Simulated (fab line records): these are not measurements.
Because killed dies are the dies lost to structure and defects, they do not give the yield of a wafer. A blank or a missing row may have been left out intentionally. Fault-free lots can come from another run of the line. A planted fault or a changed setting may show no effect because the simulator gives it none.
fab line records	flow nand_harc
record: lots: 5	wafers: 15	last_day: 25
route steps=1159 shown A_M1@1029 A_BONDPAD@1059 END@1159
lots that met no fault: from a run of the same line without faults
start_h: the number of hours between the record's first day and the start of the first shown wafer of the lot	wait_h: time in hours since the lot's previous step	" the same as in the row above	L1.1+2: several wafers, shown together as one row	- no value, or no start given	* or withheld: withheld	< > ~ a bound
route shown NAME@n: NAME is a module with steps in the file, n the number in the route of the first one	usual: mean/standard deviation of fault-free wafers	same: alike in all rows	chamber/n: place in a boat	sites: the reading at each site	_std_site: standard deviation of those values	_edge_site: inner sites' mean taken away from outer sites' mean	radius_mm: how far each site lies from the wafer's centre	mask NAME#n: copy n	behind: the most recent tool/chamber to have shaped the wafer	hold: cause of the lot's hold/its duration in hours/its outcome	device: transistor that didn't switch, given as n, p or np	end of line: the route-end tests of the same wafers	a step without rows: its recipe alone	killed: the dies lost at the first sort to structure and to defects; this is not the yield of the wafer	map: shows each die of a wafer: x if killed, . if not, _ if none is there
set.NAME: the setting that was run; set.NAME@STEP: the one run at that earlier step	model.NAME: the simulator's own value behind a step, which no gauge read
lots seen at some steps along the route; tables by step, rows by wafer
services: from which hour (start_h, from the record's first day; less than 0 if before it) a tool's chamber was out of use, for how many hours, and why
== steps ==
step: NHARC_A_M1_COAT_34
recipe: temp_c: 200	time_s: 65
step: NHARC_A_M1_COAT_03
recipe: spin_rpm: 1500	resist_thk_nm: 90
step: NHARC_A_M1_SOFTBAKE_04
recipe: temp_c: 105	time_s: 55
step: NHARC_A_M1_EBR_05
step: NHARC_A_M1_EXPOSE_06
recipe: na: 1.35	target_cd_nm: 120	dose_mj: 75.13	mask_id: A_M1
step: NHARC_A_M1_PEB_07
recipe: peb_temp_c: 100	peb_time_s: 65
step: NHARC_A_M1_DEVELOP_08
recipe: develop_time_s: 35	dev_temp_c: 23
step: NHARC_A_M1_CD_MEAS_09
recipe: target_cd_nm: 120	landing_energy_ev: 500
usual: cd_nm: 120.0/0.69
lot.wafer	tool	chamber	start_h	wait_h	cd_nm
L368.1	cd_sem-02	0	406.44	-	119.4
L368.5	"	0	"	"	120.1
L368.6	"	0	"	"	119.6
L374.1	cd_sem-02	0	433.22	-	119.1
L374.3	"	0	"	"	118.2
L374.4	"	0	"	"	118.7
L375.1	cd_sem-01	0	453.00	-	118.9
L375.3	"	0	"	"	120.4
L375.4	"	0	"	"	119.8
L380.1	cd_sem-01	0	487.00	-	119.1
L380.2	"	0	"	"	118.9
L380.5	"	0	"	"	118.5
L387.1	cd_sem-03	0	542.92	-	120.7
L387.3	"	0	"	"	120.6
L387.6	"	0	"	"	120.7
step: NHARC_A_M1_OVL_MEAS_10
recipe: pitch_nm: 240
usual: overlay_x_nm: -0.2/0.78	overlay_y_nm: -0.2/0.73
lot.wafer	tool	chamber	start_h	wait_h	overlay_x_nm	overlay_y_nm
L368.1	overlay-02	-	406.53	-	-0.8	-0.6
L368.5	"	-	"	"	-0.6	-0.6
L368.6	"	-	"	"	-0.9	-0.3
L374.1	overlay-01	-	433.31	-	-0.6	-0.4
L374.3	"	-	"	"	-0.4	0.1
L374.4	"	-	"	"	-0.5	-0.1
L375.1	overlay-01	-	453.08	-	-0.2	0.2
L375.3	"	-	"	"	1.0	0.2
L375.4	"	-	"	"	0.2	-0.5
L380.1	overlay-01	-	487.09	-	0.5	0.9
L380.2	"	-	"	"	0.3	0.8
L380.5	"	-	"	"	0.2	0.7
L387.1	overlay-02	-	543.01	-	0.0	-0.8
L387.3	"	-	"	"	0.9	-0.7
L387.6	"	-	"	"	0.4	-0.7
step: NHARC_A_M1_INSPECT_11
usual: raw_defect_count: 35/17
lot.wafer	tool	chamber	start_h	wait_h	raw_defect_count
L368.1	defect_inspect-01	-	406.57	0.0	43
L368.5	"	-	"	"	33
L368.6	"	-	"	"	39
L374.1	defect_inspect-01	-	433.34	0.0	28
L374.3	"	-	"	"	27
L374.4	"	-	"	"	31
L375.1	defect_inspect-01	-	453.12	0.0	37
L375.3	"	-	"	"	35
L375.4	"	-	"	"	45
L380.1	defect_inspect-01	-	487.12	0.0	51
L380.2	"	-	"	"	52
L380.5	"	-	"	"	54
L387.1	defect_inspect-01	-	543.05	0.0	34
L387.3	"	-	"	"	37
L387.6	"	-	"	"	40
step: NHARC_A_M1_DESCUM_14
recipe: time_s: 3	o2_flow_sccm: 200	ar_flow_sccm: 0	bias_power_w: 0	chemistry: O2
step: NHARC_A_M1_ETCH_35
recipe: target_depth_a: 400	overetch_a: 120	time_s: 43.94	ion_energy_ev: 200	n2_flow_sccm: 150	h2_flow_sccm: 150	ar_flow_sccm: 0	rf_w: 400	bias_w: 150	chemistry: N2/H2
step: NHARC_A_M1_ETCH_15
recipe: target_depth_a: 1825	time_s: 91.2	c4f8_flow_sccm: withheld	ar_flow_sccm: 400	rf_w: 600	bias_w: 300	chemistry: C4F8/Ar
usual: oes_product_au: 0.954/0.027	rf_vpp_V: 442.4/2.6
lot.wafer	tool	chamber	start_h	wait_h	oes_product_au	rf_hours_counter_h	rf_vpp_V
L368.1	rie_diel-04	1	406.84	-	0.915	7	444.3
L368.6	"	1	"	"	0.917	-	444.2
L368.5	"	3	"	"	0.909	-	439.3
L374.3	rie_diel-13	0	433.59	-	0.935	4	437.6
L374.1	"	1	"	"	0.933	4	443.3
L374.4	"	2	"	"	0.928	4	443.3
L375.4	rie_diel-08	2	453.36	-	0.975	11	443.7
L375.1	"	3	"	"	0.975	10	444.7
L375.3	"	0	"	"	0.987	9	444.1
L380.2	rie_diel-13	0	487.36	-	0.938	1	436.7
L380.1	"	3	"	"	0.931	1	440.4
L380.5	"	0	"	"	0.941	-	435.6
L387.1	rie_diel-08	3	543.28	-	0.979	5	444.5
L387.3	"	0	"	"	0.976	5	445.9
L387.6	"	3	"	"	0.979	-	446.7
step: NHARC_A_M1_CD_MEAS_16
usual: cd_nm: 120.0/1.1
lot.wafer	tool	chamber	start_h	wait_h	cd_nm
L368.1	cd_sem-03	-	406.98	-	118.9
L368.5	"	-	"	"	119.5
L368.6	"	-	"	"	119.2
L374.1	cd_sem-02	-	433.71	-	119.5
L374.3	"	-	"	"	118.1
L374.4	"	-	"	"	118.0
L375.1	cd_sem-01	-	453.49	-	119.6
L375.3	"	-	"	"	118.9
L375.4	"	-	"	"	120.7
L380.1	cd_sem-01	-	487.49	-	119.8
L380.2	"	-	"	"	119.8
L380.5	"	-	"	"	120.4
L387.1	cd_sem-02	-	543.42	-	119.5
L387.3	"	-	"	"	120.5
L387.6	"	-	"	"	121.4
step: NHARC_A_M1_STRIP_18
recipe: power_w: 1000	n2_flow_sccm: 150	h2_flow_sccm: 150	ar_flow_sccm: 0	bias_w: 0	chemistry: N2/H2
usual: drypump_motor_current_A: 5.6/0.51	oes_product_au: 1.001/0.014	rf_vpp_V: 91.1/0.91	showerhead_plenum_p_Torr: 2.12/0.071	throttle_valve_pct: 14.171/0.0093
lot.wafer	tool	chamber	start_h	wait_h	drypump_motor_current_A	oes_product_au	rf_hours_counter_h	rf_vpp_V	showerhead_plenum_p_Torr	throttle_valve_pct
L368.1	rie_diel-08	0	407.12	0.1	4.8	1.001	6	92.1	2.17	14.165
L368.6	"	2	"	"	6.4	1.006	-	91.5	2.12	14.158
L368.5	"	0	"	"	4.8	1.007	-	91.7	2.17	14.167
L374.3	rie_diel-08	1	433.81	0.1	5.7	1.011	5	90.1	2.10	14.166
L374.4	"	2	"	"	6.4	1.019	8	90.9	2.12	14.167
L374.1	"	3	"	"	5.3	1.003	8	91.0	2.18	14.164
L375.3	rie_diel-08	1	453.56	0.1	5.7	0.990	8	90.9	2.10	14.167
L375.1	"	3	"	"	5.3	0.989	10	90.4	2.18	14.167
L375.4	"	0	"	"	4.8	0.998	9	92.0	2.17	14.179
L380.2	rie_diel-04	2	487.62	0.1	5.8	1.011	2	90.2	2.19	14.173
L380.1	"	3	"	"	5.0	1.000	1	91.1	2.01	14.163
L380.5	"	1	"	"	6.2	0.982	-	91.2	2.14	14.182
L387.1	rie_diel-04	0	543.49	0.1	5.6	0.998	4	89.8	2.19	14.176
L387.3	"	3	"	"	5.0	0.985	5	90.8	2.01	14.179
L387.6	"	1	"	"	6.1	0.969	-	92.4	2.14	14.166
step: NHARC_A_M1_ETCH_28
recipe: target_depth_a: 300	over_etch_frac: 0.3	time_s: 72.99	ion_energy_ev: 150	cf4_flow_sccm: 50	n2_flow_sccm: 100	ar_flow_sccm: 150	rf_w: 300	bias_w: 100	chemistry: CF4/N2
usual: drypump_motor_current_A: 5.6/0.51	oes_product_au: 1.001/0.012	rf_vpp_V: 315.8/1.6	showerhead_plenum_p_Torr: 2.72/0.088	throttle_valve_pct: 19.794/0.0092
lot.wafer	tool	chamber	start_h	wait_h	drypump_motor_current_A	oes_product_au	rf_hours_counter_h	rf_vpp_V	showerhead_plenum_p_Torr	throttle_valve_pct
L368.1	rie_diel-08	0	-	-	4.8	1.004	6	315.6	2.78	19.794
L368.5	"	2	"	"	6.4	1.016	-	315.9	2.72	19.795
L368.6	"	3	"	"	5.3	1.006	-	317.0	2.79	19.795
L374.3	rie_diel-08	2	-	-	6.4	1.009	8	315.3	2.71	19.783
L374.1	"	3	"	"	5.3	1.006	8	316.2	2.79	19.780
L374.4	"	1	"	"	5.7	1.007	5	315.1	2.70	19.799
L375.4	rie_diel-08	3	-	-	5.3	0.991	10	316.0	2.79	19.796
L375.1	"	0	"	"	4.8	0.988	10	316.3	2.78	19.793
L375.3	"	1	"	"	5.7	1.002	8	315.5	2.69	19.801
L380.2	rie_diel-04	1	-	-	6.1	0.994	2	315.5	2.75	19.796
L380.1	"	2	"	"	5.7	1.008	2	316.9	2.80	19.808
L380.5	"	1	"	"	6.1	0.984	-	318.3	2.75	19.778
L387.3	rie_diel-04	2	-	-	5.6	0.992	5	316.6	2.80	19.781
L387.1	"	3	"	"	5.0	0.997	5	313.3	2.59	19.789
L387.6	"	1	"	"	6.1	0.972	-	316.6	2.75	19.804
step: NHARC_A_M1_STRIP_19
recipe: time_s: 600	temp_c: 30	chemistry: post_etch_residue_remover
step: NHARC_A_M1_DEGAS_29
recipe: temp_c: 250	time_s: 60
step: NHARC_A_M1_PRE_CLEAN_30
recipe: time_s: 30	temp_c: 280	gas: H2/He
usual: heater_power_w: 408/46
lot.wafer	tool	chamber	start_h	wait_h	heater_power_w
L368.1	pvd_sputter-01	-	-	-	316
L368.6	"	-	"	"	458
L368.5	"	-	"	"	449
L374.1	pvd_sputter-01	-	-	-	448
L374.4	"	-	"	"	457
L374.3	"	-	"	"	418
L375.4	pvd_sputter-03	-	-	-	453
L375.1	"	-	"	"	390
L375.3	"	-	"	"	395
L380.2	pvd_sputter-01	-	-	-	406
L380.1	"	-	"	"	437
L380.5	"	-	"	"	404
L387.1	pvd_sputter-03	-	-	-	399
L387.3	"	-	"	"	383
L387.6	"	-	"	"	390
step: NHARC_A_M1_PVD_20
recipe: target_thk_a: 50	bias_v: 168.6	power_w: 15000	chamber_pressure_pa: 0.12	time_s: 8.06	substrate_temp_c: 50	material: TaN
step: NHARC_A_M1_PVD_21
recipe: target_thk_a: 300	chamber_pressure_pa: 5	power_w: 5000	substrate_temp_c: 30	time_s: 20.49	material: Cu
step: NHARC_A_M1_ECD_22
recipe: target_thk_a: 4000	bath_temp_c: 25	material: Cu
step: NHARC_A_M1_ANNEAL_31
recipe: temp_c: 225	time_s: 90
usual: anneal_temp_c: 225.04/0.17	wafer_temp_C_max: 226.1/0.33
lot.wafer	tool	chamber	start_h	wait_h	anneal_temp_c	wafer_temp_C_max
L368.1	rtp_anneal-01	0	408.57	0.4	225.11	226.5
L368.5	"	0	"	"	225.04	226.3
L368.6	"	0	"	"	224.98	226.3
L374.1	rtp_anneal-02	0	435.17	0.3	225.17	225.6
L374.3	"	0	"	"	225.07	225.6
L374.4	"	0	"	"	225.29	225.7
L375.1	rtp_anneal-01	0	454.98	-	224.98	226.0
L375.3	"	0	"	"	224.95	226.2
L375.4	"	0	"	"	224.91	226.4
L380.1	rtp_anneal-01	0	488.94	0.3	224.75	225.7
L380.2	"	0	"	"	224.80	225.8
L380.5	"	0	"	"	225.22	226.6
L387.1	rtp_anneal-01	0	544.86	-	225.22	226.7
L387.3	"	0	"	"	225.10	226.7
L387.6	"	0	"	"	224.93	226.1
step: NHARC_A_M1_CMP_23
recipe: t_overpolish_s: 20	target_thk_nm: 154.34
usual: motor_current_A: 12.4/1.4	pad_life_wafers: 250/180	time_to_endpoint_s: 31/3.3
lot.wafer	tool	chamber	start_h	wait_h	motor_current_A	pad_life_wafers	time_to_endpoint_s
L368.1	cmp-04	0	408.97	-	11.7	44	36
L368.6	"	2	"	"	12.2	-	29
L368.5	"	3	"	"	13.8	-	31
L374.1	cmp-01	2	435.52	-	11.2	426	24
L374.4	"	3	"	"	13.5	427	27
L374.3	"	0	"	"	13.0	428	30
L375.1	cmp-01	1	455.32	-	10.7	546	31
L375.3	"	2	"	"	11.5	547	27
L375.4	"	0	"	"	13.7	549	33
L380.2	cmp-01	1	489.29	-	10.0	48	36
L380.1	"	0	"	"	14.0	51	35
L380.5	"	1	"	"	9.6	-	36
L387.3	cmp-04	0	545.24	-	11.5	163	36
L387.1	"	1	"	"	11.8	164	26
L387.6	"	0	"	"	12.5	-	35
step: NHARC_A_M1_THK_MEAS_24
recipe: thk_meas_gauge: xrf
usual: thk_nm: 155.1/1.8
lot.wafer	tool	chamber	start_h	wait_h	thk_nm
L368.1	film_metro-02	-	409.23	-	158.4
L368.5	"	-	"	"	156.2
L368.6	"	-	"	"	154.3
L374.1	film_metro-01	-	435.83	-	154.5
L374.3	"	-	"	"	153.1
L374.4	"	-	"	"	155.0
L375.1	film_metro-02	-	455.64	-	154.7
L375.3	"	-	"	"	152.9
L375.4	"	-	"	"	155.8
L380.1	film_metro-01	-	489.60	-	157.2
L380.2	"	-	"	"	157.1
L380.5	"	-	"	"	158.2
L387.1	film_metro-01	-	545.52	-	151.5
L387.3	"	-	"	"	157.5
L387.6	"	-	"	"	157.0
step: NHARC_A_M1_SRD_25
step: NHARC_A_M1_PRE_CLEAN_32
recipe: time_s: 12	temp_c: 370	rf_power_w: 300	gas: NH3
step: NHARC_A_M1_DEP_33
recipe: target_thk_a: 300	temp_c: 370	target_thk_nm: 30	pressure_torr: 3	flow_sccm: 200	rf_w: 450	material: SiCN
step: NHARC_A_BONDPAD_DEP_00
recipe: target_thk_a: 2500	temp_c: 370	target_thk_nm: 250	pressure_torr: 3	flow_sccm: 200	rf_w: 450	material: SiCN
step: NHARC_A_BONDPAD_CMP_29
recipe: target_thk_nm: 200	material: SiCN
step: NHARC_A_BONDPAD_THK_MEAS_30
recipe: thk_meas_gauge: ellipsometry
usual: thk_nm: 200.9/1.7
lot.wafer	tool	chamber	start_h	wait_h	thk_nm
L368.1	film_metro-02	-	410.88	0.2	199.2
L368.5	"	-	"	"	202.8
L368.6	"	-	"	"	201.1
L374.1	film_metro-02	-	437.55	0.2	200.0
L374.3	"	-	"	"	202.2
L374.4	"	-	"	"	204.3
L375.1	film_metro-02	-	457.28	0.2	200.7
L375.3	"	-	"	"	198.0
L375.4	"	-	"	"	200.5
L380.1	film_metro-01	-	491.26	0.2	201.8
L380.2	"	-	"	"	201.8
L380.5	"	-	"	"	201.0
L387.1	film_metro-02	-	547.05	0.2	200.0
L387.3	"	-	"	"	200.6
L387.6	"	-	"	"	197.8
step: NHARC_A_BONDPAD_SRD_31
step: NHARC_A_BONDPAD_DEHYDRATE_01
recipe: temp_c: 150	time_s: 120
step: NHARC_A_BONDPAD_HMDS_02
recipe: time_s: 30
step: NHARC_A_BONDPAD_COAT_33
recipe: temp_c: 200	time_s: 65
step: NHARC_A_BONDPAD_COAT_03
recipe: spin_rpm: 2000	resist_thk_nm: 600
step: NHARC_A_BONDPAD_SOFTBAKE_04
recipe: temp_c: 125	time_s: 70
step: NHARC_A_BONDPAD_EBR_05
step: NHARC_A_BONDPAD_EXPOSE_06
recipe: na: 0.55	dose_mj: 36.99	mask_id: A_BPAD
step: NHARC_A_BONDPAD_PEB_07
recipe: peb_temp_c: 128	peb_time_s: 80
step: NHARC_END_SORT_01
recipe: temp_c: 25
usual: defect_limited_yield: 95.4/1.8	killed_at_array: 28/11	killed_at_other: 0.7/0.88	killed_at_periphery: 3.1/2.2	killed_dies: 31/12	killed_open: 3.3/2	killed_short: 2.0/1.6	sort_bin_2_pct: 1.5/0.73	sort_bin_3_pct: 0.27/0.22	sort_bin_4_pct: 2.9/1.1	sort_n_pass: 646/12	sort_rim_yield_pct: 93/3.9	sort_yield_pct: 95.4/1.8
same: gross_dies: 677	sort_bin_5_pct[%]: 0	sort_bin_6_pct[%]: 0	sort_bin_7_pct[%]: 0	sort_bin_8_pct[%]: 0	sort_rim_n_gross: 106.00
lot.wafer	tool	chamber	start_h	wait_h	defect_limited_yield[%]	killed_at_array	killed_at_other	killed_at_periphery	killed_dies	killed_open	killed_short	sort_bin_2_pct[%]	sort_bin_3_pct[%]	sort_bin_4_pct[%]	sort_n_pass	sort_rim_yield_pct[%]	sort_yield_pct[%]
L368.1	prober-02	0	443.46	2.5	93.8	38	1	3	42	4	2	1.6	0.59	4.0	635	89	93.8
L368.5	prober-02	0	446.68	3.7	95.1	29	2	2	33	2	1	1.6	0.15	3.1	644	93	95.1
L368.6	prober-02	0	447.49	4.0	93.9	39	1	1	41	5	4	1.9	0.74	3.4	636	90	93.9
L374.1	prober-01	0	474.66	2.5	96.5	19	0	5	24	2	3	0.9	0.30	2.4	653	96	96.5
L374.3	prober-01	0	476.28	3.1	96.9	19	0	2	21	1	0	1.3	0.15	1.6	656	92	96.9
L374.4	prober-01	0	477.10	3.4	96.9	17	0	4	21	5	0	0.9	0	2.2	656	95	96.9
L375.1	prober-01	0	487.69	2.5	94.8	31	2	2	35	1	2	1.2	0.15	3.8	642	87	94.8
L375.3	prober-01	0	489.28	3.1	95.1	30	1	2	33	6	2	0.9	0.15	3.8	644	89	95.1
L375.4	prober-01	0	490.08	3.4	93.5	39	2	3	44	7	3	2.8	0	3.7	633	91	93.5
L380.1	prober-02	0	524.48	2.5	93.5	42	0	2	44	5	1	2.5	0.30	3.7	633	89	93.5
L380.2	prober-02	0	525.28	2.8	80.8	125	0	5	130	2	3	7.7	3.69	7.8	547	90	80.8
L380.5	prober-02	0	527.68	3.7	81.5	124	0	1	125	1	1	8.6	3.55	6.4	552	91	81.5
L387.1	prober-01	0	585.71	2.5	95.3	25	0	7	32	3	1	1.2	0.44	3.1	645	91	95.3
L387.3	prober-01	0	587.33	3.1	96.3	23	0	2	25	3	0	0.7	0.15	2.8	652	92	96.3
L387.6	prober-01	0	589.77	4.1	96.2	24	0	2	26	3	1	1.3	0.15	2.4	651	91	96.2
killed by level:class
L368.1 A_STAIRCASE:chamber_film_flake=13 A_SLIT:chamber_film_flake=12 A_CHANNEL_HOLE_D1:chamber_film_flake=6 P_M0:geometric_particle:open=2 A_CONTACT:chamber_film_flake=2 A_ONON_D1:geometric_particle:short=1 A_CHANNEL_FILL_D1:geometric_particle:short=1 A_WL_FILL:geometric_particle:open=1
L368.5 A_CHANNEL_HOLE_D1:chamber_film_flake=9 A_SLIT:chamber_film_flake=9 A_STAIRCASE:chamber_film_flake=6 A_CHANNEL_FILL_D1:chamber_film_flake=2 THIN_TSV:chamber_film_flake=2 A_CHANNEL_HOLE_D1:geometric_particle:short=1 A_CONTACT:geometric_particle:open=1 A_M0:geometric_particle:open=1
L368.6 A_CHANNEL_HOLE_D1:chamber_film_flake=12 A_SLIT:chamber_film_flake=10 A_STAIRCASE:chamber_film_flake=7 A_ONON_D1:geometric_particle:short=2 P_GATE:geometric_particle:short=1 A_SOURCE_PLATE:geometric_particle:open=1 A_ONON_D1:geometric_particle:open=1 A_WL_FILL:geometric_particle:short=1
L374.1 A_CHANNEL_HOLE_D1:chamber_film_flake=9 A_STAIRCASE:chamber_film_flake=3 A_CONTACT:chamber_film_flake=3 P_M1:geometric_particle:short=1 P_M2:geometric_particle:open=1 A_CHANNEL_FILL_D1:geometric_particle:open=1 A_CHANNEL_FILL_D1:geometric_particle:short=1 A_WL_FILL:geometric_particle:short=1
L374.3 A_CHANNEL_HOLE_D1:chamber_film_flake=15 A_STAIRCASE:chamber_film_flake=3 P_M0:geometric_particle:open=1 P_GATE:chamber_film_flake=1 A_CONTACT:chamber_film_flake=1
L374.4 A_CHANNEL_HOLE_D1:chamber_film_flake=11 A_CONTACT:chamber_film_flake=2 P_M1:geometric_particle:open=1 P_M2:geometric_particle:open=1 A_SOURCE_PLATE:geometric_particle:open=1 A_ONON_D1:geometric_particle:open=1 A_SGD_CUT:geometric_particle:open=1 P_STI:chamber_film_flake=1
L375.1 A_SLIT:chamber_film_flake=15 A_CHANNEL_HOLE_D1:chamber_film_flake=13 THIN_TSV:chamber_film_flake=2 P_M0:geometric_particle:short=1 A_ONON_D1:geometric_particle:open=1 A_CHANNEL_HOLE_D1:geometric_particle:short=1 P_M2:chamber_film_flake=1 A_CONTACT:chamber_film_flake=1
L375.3 A_SLIT:chamber_film_flake=11 A_CHANNEL_HOLE_D1:chamber_film_flake=8 A_CONTACT:chamber_film_flake=4 P_CONTACT:geometric_particle:open=2 A_CHANNEL_FILL_D1:geometric_particle:open=1 A_SGD_CUT:geometric_particle:short=1 A_SGD_CUT:geometric_particle:open=1 A_CONTACT:geometric_particle:open=1
L375.4 A_CHANNEL_HOLE_D1:chamber_film_flake=14 A_SLIT:chamber_film_flake=10 A_CONTACT:chamber_film_flake=4 A_CHANNEL_FILL_D1:geometric_particle:open=2 A_CHANNEL_FILL_D1:geometric_particle:short=2 A_CONTACT:geometric_particle:open=2 P_GATE:chamber_film_flake=2 THIN_TSV:chamber_film_flake=2
L380.1 A_CHANNEL_HOLE_D1:chamber_film_flake=15 A_SLIT:chamber_film_flake=11 A_STAIRCASE:chamber_film_flake=4 A_WL_FILL:geometric_particle:open=2 A_CONTACT:geometric_particle:open=2 A_WL_FILL:chamber_film_flake=2 A_CONTACT:chamber_film_flake=2 P_M0:geometric_particle:open=1
L380.2 A_M1:unspecified=92 A_CHANNEL_HOLE_D1:chamber_film_flake=11 A_SLIT:chamber_film_flake=7 A_STAIRCASE:chamber_film_flake=7 A_ONON_D1:geometric_particle:short=2 P_ZERO_WELL:chamber_film_flake=2 P_GATE:chamber_film_flake=2 A_SGD_CUT:chamber_film_flake=2
L380.5 A_M1:unspecified=90 A_CHANNEL_HOLE_D1:chamber_film_flake=15 A_SLIT:chamber_film_flake=8 A_STAIRCASE:chamber_film_flake=5 A_CONTACT:chamber_film_flake=2 A_CHANNEL_FILL_D1:geometric_particle:short=1 A_BLC:geometric_particle:open=1 P_GATE:chamber_film_flake=1
L387.1 A_CHANNEL_HOLE_D1:chamber_film_flake=14 P_CONTACT:chamber_film_flake=6 A_CONTACT:chamber_film_flake=4 A_STAIRCASE:chamber_film_flake=2 P_CONTACT:geometric_particle:open=1 A_WL_FILL:geometric_particle:open=1 A_CONTACT:geometric_particle:open=1 A_M0:geometric_particle:short=1
L387.3 A_CHANNEL_HOLE_D1:chamber_film_flake=13 A_CONTACT:geometric_particle:open=3 A_SLIT:chamber_film_flake=2 A_CONTACT:chamber_film_flake=2 P_STI:chamber_film_flake=1 P_CONTACT:chamber_film_flake=1 A_CHANNEL_FILL_D1:chamber_film_flake=1 A_STAIRCASE:chamber_film_flake=1
L387.6 A_CHANNEL_HOLE_D1:chamber_film_flake=13 A_CONTACT:chamber_film_flake=4 A_STAIRCASE:chamber_film_flake=3 P_GATE:geometric_particle:open=1 A_WL_FILL:geometric_particle:short=1 A_CONTACT:geometric_particle:open=1 A_BLC:geometric_particle:open=1 P_STI:chamber_film_flake=1
map L380.2 (x killed, . not)
____________.____________
_________......._________
_______..........._______
______.............______
_____..........x...._____
____.................____
____............x..x.____
___..................x___
___...................___
__..................x..__
__.....................__
_......................._
_......................._
_......................._
_......................._
_......................._
.....x...................
................x.....x..
............x..x.........
...............x.....x...
..x..........x...........
_.......xxx............._
_xx...x.xxx.xx.........._
_.x..xxxxxxxxx.........._
_.x..xxxxxxxx.......x.x._
_xxxx.xxxxxxx..........._
__xx..xxxxxxxx........x__
__x..xxxxxxxxxx....x.xx__
___..x.xxxxxxxxx....xx___
___...xxxxxxxx........___
____.xxxxxxxxx.......____
____...xxxxxx.x.....x____
_____...xxxxx.x....._____
______..xxx........______
_______..x.x......_______
_________......._________
____________.____________
map L374.1 (x killed, . not)
____________.____________
_________......._________
_______..........._______
______...x.........______
_____..............._____
____x................____
____.................____
___............x......___
___...................___
__.....................__
__............x......x.__
_......................._
_................x......_
_.................x....._
_.....................x._
_......................._
.........................
.........................
..x......................
.........................
.....................x...
_.........x............._
_.....x................._
_......................._
_......................._
_......................._
__..x.............x....__
__.....................__
___...x.......x.......___
___...x...............___
____.x.x.....x.......____
____x..x.............____
_____x.............._____
______x............______
_______..........._______
_________......._________
____________.____________
== services ==
tool	chamber	start_h	hours	kind
cmp-04	-	388.24	0.5	repair
rie_diel-08	1	390.13	22.3	repair
pvd_sputter-03	-	392.28	1.3	repair
cmp-01	-	395.14	1.4	repair
cmp-04	-	399.00	4.0	pm
rie_diel-04	2	399.60	45.8	repair
rie_diel-04	1	407.87	3.2	repair
rie_diel-04	0	415.79	3.6	repair
cmp-01	-	440.23	1.1	repair
rie_diel-13	3	445.23	11.2	repair
cmp-01	-	446.35	1.8	repair
rie_diel-08	-	446.94	0.2	repair
rie_diel-13	-	447.13	0.2	repair
rie_diel-13	-	453.02	9.0	pm
pvd_sputter-03	-	458.04	10.0	pm
rie_diel-04	-	466.05	9.0	pm
pvd_sputter-01	-	473.36	1.2	repair
cmp-01	-	473.50	4.0	pm
pvd_sputter-03	-	476.42	1.3	repair
rie_diel-08	-	478.87	9.0	pm
rie_diel-08	-	490.64	0.8	repair
rie_diel-04	0	503.49	9.8	repair
pvd_sputter-01	-	514.01	10.0	pm
pvd_sputter-01	-	527.49	1.4	repair
== key ==
first_sign: step: NHARC_END_SORT_01	reading: killed_at_array	direction: up	sigmas: 8.5	usual: 28	struck: 124
effect: step: NHARC_END_SORT_01	reading: killed_dies	direction: up	sigmas: 8	usual: 31	struck: 128
more_kills_born_at: NHARC_A_M1_ETCH_15@rie_diel-13: 182
met_at NHARC_A_M1_ETCH_15
struck_wafers L380.2,L380.5
onset_between 433.59 487.36
fault: kind: chamber_particle_source	tool: rie_diel-13	chamber: 0	onset_h: 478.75	steps: NHARC_A_M1_ETCH_15	rate_per_visit_cm2: 1.0818	end_h: 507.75
